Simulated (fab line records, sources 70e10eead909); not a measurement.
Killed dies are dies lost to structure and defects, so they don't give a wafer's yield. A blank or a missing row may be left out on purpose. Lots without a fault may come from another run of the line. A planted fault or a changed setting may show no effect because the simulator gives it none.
fab line records | flow nand_harc
record lots=13 wafers=39 last_day=29
route steps=1302 shown A_BONDPAD@1203
lots that met no fault: from a run of the same line without faults
start_h: hours from the record's first day to the start of the lot's first wafer shown | wait_h: hours since the lot's step before | " the same as in the row above | L1.1+2: a row that stands for several wafers | - no value, or no start given | * or withheld: withheld | < > ~ a bound
route shown NAME@n: a module of which the file shows steps, and the number in the route of the first | usual: mean/standard deviation of fault-free wafers | same: alike in all rows | chamber/n: place in a boat | sites: the reading at each site | _std_site: their standard deviation | _edge_site: outer sites' mean less inner sites' | radius_mm: how far each site lies from the wafer's centre | mask NAME#n: copy n | behind: the tool/chamber that last shaped the wafer | hold: why the lot was held/for how many hours/how that ended | device: the transistor (n, p or np) that didn't switch | end of line: the same wafers' tests at the end of the route | a step without rows: its recipe alone | killed: dies lost to structure and defects at the first sort, not the wafer's yield | map: a wafer's dies, x killed, . not, _ none there
set.NAME: the setting as run; set.NAME@STEP: as run at that earlier step | model.NAME: the simulator's own value behind a step, which no gauge read
steps of the route over a sample of lots; a table a step, a row a wafer
services: from which hour (start_h, from the record's first day; less than 0 if before it) a tool's chamber was out of use, for how many hours, and why
## steps
# step NHARC_A_BONDPAD_CMP_29
# recipe target_thk_nm=200 material=SiCN
# usual motor_current_A=12.1/1
# columns lot.wafer tool chamber start_h wait_h motor_current_A
L641.2 cmp-01 2 533.39 - 10.2
L641.3 " 1 " " 12.3
L641.6 " 3 " " 11.9
L643.1 cmp-02 0 545.25 - 14.0
L643.6 " 0 " " 14.2
L643.5 " 1 " " 11.5
L642.4 cmp-01 3 548.56 - 11.2
L642.1 " 1 " " 12.0
L642.6 " 0 " " 12.3
L644.1 cmp-04 1 560.25 - 12.8
L644.6 " 2 " " 14.0
L644.5 " 3 " " 11.5
L646.3 cmp-04 0 565.38 - 12.6
L646.2 " 1 " " 13.5
L646.6 " 1 " " 12.7
L647.1 cmp-01 1 581.94 - 12.2
L647.2 " 2 " " 9.6
L647.6 " 0 " " 12.3
L649.2 cmp-02 2 606.68 - 11.7
L649.3 " 0 " " 13.5
L649.6 " 2 " " 12.2
L650.4 cmp-01 0 613.22 - 12.2
L650.1 " 2 " " 9.9
L650.6 " 0 " " 13.3
L648.1 cmp-02 1 622.19 - 11.2
L648.3 " 3 " " 11.1
L648.5 " 2 " " 11.5
L651.2 cmp-02 0 640.33 - 13.0
L651.1 " 2 " " 12.4
L651.6 " 3 " " 10.3
L652.2 cmp-02 0 644.43 - 13.9
L652.3 " 1 " " 11.6
L652.1 " 2 " " 12.6
L653.2 cmp-02 1 657.31 - 10.9
L653.1 " 3 " " 11.3
L653.5 " 1 " " 11.8
L655.1 cmp-04 1 672.94 0.5 12.9
L655.5 " 0 " " 12.8
L655.6 " 1 " " 12.8
# step NHARC_A_BONDPAD_CD_MEAS_09
# recipe target_cd_nm=500 landing_energy_ev=500
# usual cd_nm=499.7/1.6
# columns lot.wafer tool chamber start_h wait_h cd_nm
L641.2 cd_sem-03 0 534.21 - 500.5
L641.3 " 0 " " 498.8
L641.6 " 0 " " 499.2
L643.1 cd_sem-03 0 546.06 - 497.3
L643.5 " 0 " " 498.6
L643.6 " 0 " " 496.0
L642.1 cd_sem-01 0 549.25 - 500.0
L642.4 " 0 " " 502.4
L642.6 " 0 " " 498.6
L644.1 cd_sem-02 0 561.00 - 500.9
L644.5 " 0 " " 499.9
L644.6 " 0 " " 500.9
L646.2 cd_sem-01 0 566.07 - 498.8
L646.3 " 0 " " 500.2
L646.6 " 0 " " 502.4
L647.1 cd_sem-03 0 582.60 - 498.4
L647.2 " 0 " " 499.6
L647.6 " 0 " " 498.6
L649.2 cd_sem-02 0 607.36 - 498.5
L649.3 " 0 " " 502.0
L649.6 " 0 " " 501.0
L650.1 cd_sem-03 0 613.89 - 498.6
L650.4 " 0 " " 500.5
L650.6 " 0 " " 495.5
L648.1 cd_sem-02 0 623.01 - 499.4
L648.3 " 0 " " 500.7
L648.5 " 0 " " 500.2
L651.1 cd_sem-03 0 641.12 - 497.5
L651.2 " 0 " " 501.7
L651.6 " 0 " " 498.9
L652.1 cd_sem-02 0 645.24 - 499.4
L652.2 " 0 " " 498.5
L652.3 " 0 " " 500.3
L653.1 cd_sem-01 0 658.13 - 499.8
L653.2 " 0 " " 500.8
L653.5 " 0 " " 502.6
L655.1 cd_sem-03 0 673.72 - 497.7
L655.5 " 0 " " 497.9
L655.6 " 0 " " 500.1
# step NHARC_A_BONDPAD_DESCUM_11
# recipe time_s=3 o2_flow_sccm=200 ar_flow_sccm=0 bias_power_w=0 chemistry=O2
# usual drypump_motor_current_A=5.5/0.39 oes_product_au=1.001/0.01 rf_vpp_V=57.5/0.9 showerhead_plenum_p_Torr=1.86/0.061 throttle_valve_pct=11.311/0.009
# columns lot.wafer tool chamber start_h wait_h drypump_motor_current_A oes_product_au rf_hours_counter_h rf_vpp_V showerhead_plenum_p_Torr throttle_valve_pct
L641.2 rie_diel-05 0 534.43 - 4.8 1.001 4 57.3 1.86 11.309
L641.3 " 1 " " 5.5 1.004 4 58.1 1.84 11.299
L641.6 " 0 " " 4.8 1.007 - 55.8 1.86 11.293
L643.1 rie_diel-06 0 546.29 - 5.0 0.996 9 59.1 2.06 11.322
L643.5 " 3 " " 5.6 1.001 - 57.7 1.80 11.308
L643.6 " 0 " " 5.0 1.002 - 59.4 2.06 11.324
L642.1 rie_diel-05 2 549.47 - 5.8 0.989 4 56.9 1.82 11.311
L642.4 " 3 " " 5.8 0.994 4 56.9 1.90 11.308
L642.6 " 1 " " 5.5 0.982 - 58.0 1.84 11.308
L644.1 rie_diel-05 3 561.23 - 5.8 1.000 4 58.5 1.90 11.309
L644.5 " 1 " " 5.5 0.996 - 59.1 1.84 11.327
L644.6 " 2 " " 5.7 0.990 - 56.0 1.82 11.309
L646.3 rie_diel-05 0 566.28 - 4.8 0.991 5 57.6 1.86 11.322
L646.2 " 1 " " 5.5 0.977 5 56.9 1.84 11.309
L646.6 " 0 " " 4.8 0.982 - 58.2 1.86 11.307
L647.1 rie_diel-06 3 582.82 - 5.6 0.999 12 58.2 1.80 11.310
L647.2 " 1 " " 5.3 0.986 13 56.9 1.86 11.314
L647.6 " 3 " " 5.6 0.989 - 58.0 1.80 11.313
L649.2 rie_diel-05 2 607.57 - 5.8 1.001 0 56.4 1.82 11.311
L649.3 " 0 " " 4.8 0.998 0 56.8 1.86 11.295
L649.6 " 2 " " 5.8 1.004 - 58.5 1.82 11.303
L650.4 rie_diel-05 3 614.10 - 5.8 1.005 1 56.8 1.90 11.306
L650.1 " 0 " " 4.8 1.002 1 58.4 1.86 11.314
L650.6 " 3 " " 5.8 1.010 - 56.5 1.90 11.319
L648.1 rie_diel-05 0 623.23 - 4.8 0.999 1 57.7 1.86 11.317
L648.3 " 1 " " 5.5 1.013 1 56.4 1.84 11.312
L648.5 " 3 " " 5.8 0.999 - 57.9 1.90 11.314
L651.1 rie_diel-06 0 641.34 - 4.9 0.996 20 58.9 2.06 11.316
L651.2 " 2 " " 6.0 0.996 23 58.7 1.80 11.326
L651.6 " 3 " " 5.6 0.985 - 58.3 1.80 11.315
L652.2 rie_diel-05 1 645.46 - 5.5 1.018 1 57.9 1.84 11.308
L652.3 " 2 " " 5.8 1.001 1 57.9 1.82 11.307
L652.1 " 0 " " 4.8 1.012 1 58.9 1.86 11.300
L653.2 rie_diel-05 0 658.34 - 4.8 1.013 1 56.9 1.86 11.316
L653.1 " 2 " " 5.8 1.003 1 58.0 1.82 11.322
L653.5 " 0 " " 4.8 1.000 - 57.0 1.86 11.326
L655.1 rie_diel-05 0 673.96 - 4.8 1.001 2 57.6 1.86 11.320
L655.5 " 1 " " 5.5 1.023 - 57.7 1.84 11.316
L655.6 " 2 " " 5.8 1.003 - 58.8 1.82 11.306
# step NHARC_A_BONDPAD_ETCH_12
# recipe target_depth_a=2200 time_s=110 chf3_flow_sccm=50 o2_flow_sccm=10 ar_flow_sccm=200 rf_w=500 bias_w=200 chemistry=CHF3/O2
# usual chf3_flow_sccm=49.99/0.17 drypump_motor_current_A=5.5/0.41 oes_product_au=0.942/0.023 rf_fwd_power_W=497.2/1.9 rf_vpp_V=369.2/1.6 showerhead_plenum_p_Torr=2.34/0.066 throttle_valve_pct=20.572/0.0083
# columns lot.wafer tool chamber start_h wait_h chf3_flow_sccm drypump_motor_current_A oes_product_au rf_fwd_power_W rf_hours_counter_h rf_vpp_V showerhead_plenum_p_Torr throttle_valve_pct
L641.2 rie_diel-05 1 534.63 - 50.07 5.5 0.915 499.1 4 368.0 2.31 20.578
L641.3 " 2 " " 50.08 5.8 0.916 494.8 4 368.7 2.29 20.572
L641.6 " 0 " " 49.99 4.8 0.914 496.7 - 369.3 2.34 20.578
L643.1 rie_diel-06 0 546.48 - 50.07 5.0 0.927 497.9 9 375.0 2.58 20.571
L643.5 " 2 " " 49.85 6.0 0.910 495.0 - 367.9 2.27 20.580
L643.6 " 3 " " 49.87 5.6 0.927 496.8 - 367.4 2.27 20.573
L642.4 rie_diel-05 2 549.64 - 49.77 5.8 0.929 497.9 4 367.8 2.29 20.580
L642.1 " 3 " " 49.81 5.8 0.924 496.7 4 369.0 2.38 20.561
L642.6 " 2 " " 49.76 5.8 0.915 500.8 - 368.2 2.29 20.574
L644.1 rie_diel-05 0 561.41 - 50.11 4.8 0.969 496.4 5 369.7 2.34 20.555
L644.6 " 1 " " 49.93 5.5 0.940 499.3 - 370.1 2.31 20.587
L644.5 " 2 " " 49.92 5.8 0.953 497.9 - 367.7 2.29 20.577
L646.3 rie_diel-05 0 566.47 - 50.06 4.8 0.915 497.8 5 368.4 2.34 20.572
L646.2 " 1 " " 49.84 5.5 0.918 499.5 5 368.7 2.31 20.568
L646.6 " 2 " " 50.30 5.8 0.921 496.2 - 367.0 2.29 20.570
L647.1 rie_diel-06 1 582.99 - 49.79 5.3 0.917 494.7 13 369.1 2.34 20.578
L647.2 " 0 " " 49.77 5.0 0.926 498.0 12 375.0 2.58 20.585
L647.6 " 2 " " 49.78 6.0 0.921 494.7 - 368.1 2.27 20.574
L649.3 rie_diel-05 2 607.75 - 50.08 5.7 0.971 497.7 1 369.5 2.29 20.562
L649.2 " 1 " " 50.19 5.5 0.986 497.7 0 368.4 2.31 20.577
L649.6 " 3 " " 49.84 5.8 0.969 500.0 - 370.7 2.38 20.590
L650.4 rie_diel-05 2 614.30 - 50.04 5.8 0.972 496.0 1 368.1 2.29 20.560
L650.1 " 3 " " 50.03 5.8 0.970 498.7 1 369.9 2.38 20.579
L650.6 " 0 " " 50.12 4.8 0.971 498.2 - 370.0 2.34 20.580
L648.1 rie_diel-05 3 623.40 - 49.89 5.8 0.938 495.9 1 370.6 2.38 20.566
L648.3 " 0 " " 50.43 4.8 0.940 496.2 1 367.8 2.34 20.572
L648.5 " 0 " " 49.90 4.8 0.943 495.9 - 370.1 2.34 20.563
L651.1 rie_diel-06 1 641.59 - 49.93 5.3 0.910 492.4 22 368.5 2.34 20.575
L651.2 " 2 " " 49.84 6.0 0.916 494.7 23 368.6 2.26 20.583
L651.6 " 0 " " 49.99 4.9 0.920 496.7 - 374.6 2.58 20.570
L652.1 rie_diel-05 1 645.63 - 50.05 5.5 0.969 498.8 1 369.2 2.31 20.561
L652.3 " 2 " " 50.30 5.8 0.954 500.2 1 368.7 2.29 20.583
L652.2 " 3 " " 50.29 5.8 0.955 496.9 1 369.1 2.38 20.568
L653.1 rie_diel-05 3 658.51 - 50.16 5.8 0.930 496.5 1 369.5 2.38 20.571
L653.2 " 2 " " 49.98 5.8 0.942 495.2 1 368.8 2.29 20.579
L653.5 " 3 " " 50.17 5.8 0.929 496.1 - 370.1 2.38 20.563
L655.1 rie_diel-05 2 674.12 - 50.09 5.8 0.893 435.6 2 369.4 2.29 20.562
L655.5 " 1 " " 50.16 5.5 0.970 497.2 - 368.1 2.31 20.571
L655.6 " 2 " " 49.58 5.7 0.882 435.4 - 368.6 2.29 20.565
## services
# columns tool chamber start_h hours kind
rie_diel-05 0 513.67 - clean
rie_diel-05 1 513.67 - clean
rie_diel-05 2 513.67 - clean
rie_diel-05 3 513.67 - clean
cmp-04 - 517.00 4.0 pm
cmp-02 - 526.50 4.0 pm
rie_diel-05 3 529.86 7.3 repair
cmp-01 - 533.89 2.3 repair
rie_diel-05 0 538.17 - clean
rie_diel-05 1 538.17 - clean
cmp-02 - 553.09 1.6 repair
cmp-01 - 577.50 4.0 pm
cmp-02 - 579.99 1.7 repair
rie_diel-05 - 583.62 9.0 pm
cmp-04 - 593.68 0.4 repair
rie_diel-05 0 595.95 1.7 repair
rie_diel-06 0 600.53 8.0 repair
cmp-04 - 606.84 0.4 repair
cmp-01 - 614.27 1.3 repair
cmp-04 - 615.00 4.0 pm
cmp-02 - 624.50 4.0 pm
cmp-04 - 626.20 1.3 repair
cmp-04 - 644.70 1.2 repair
rie_diel-06 - 661.23 9.0 pm
## key
first_sign step=NHARC_A_BONDPAD_ETCH_12 reading=rf_fwd_power_W direction=down sigmas=32 usual=* struck=*
effect none on later readings
met_at NHARC_A_BONDPAD_ETCH_12
struck_lots L655
struck_wafers L655.1,L655.6
later_rows_left_out L655.1,L655.6
sort_left_out L655.1,L655.6
not_acting_at NHARC_A_BONDPAD_CMP_29,NHARC_A_BONDPAD_CD_MEAS_09,NHARC_A_BONDPAD_DESCUM_11
onset_between 658.51 674.12
fault kind=process_parameter_drift tool=rie_diel-05 chamber=2 onset_h=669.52 steps=NHARC_A_BONDPAD_ETCH_12 channel=rf_w offset=* shape=step end_h=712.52 acts_in=* stated=*
# sort_left_out: the simulated sort isn't trusted on such a fault, so these wafers' sort isn't shown, and their yield isn't known
# later_rows_left_out: the simulator's readings of these wafers behind a module that went badly wrong aren't trusted and aren't shown, but for the sort
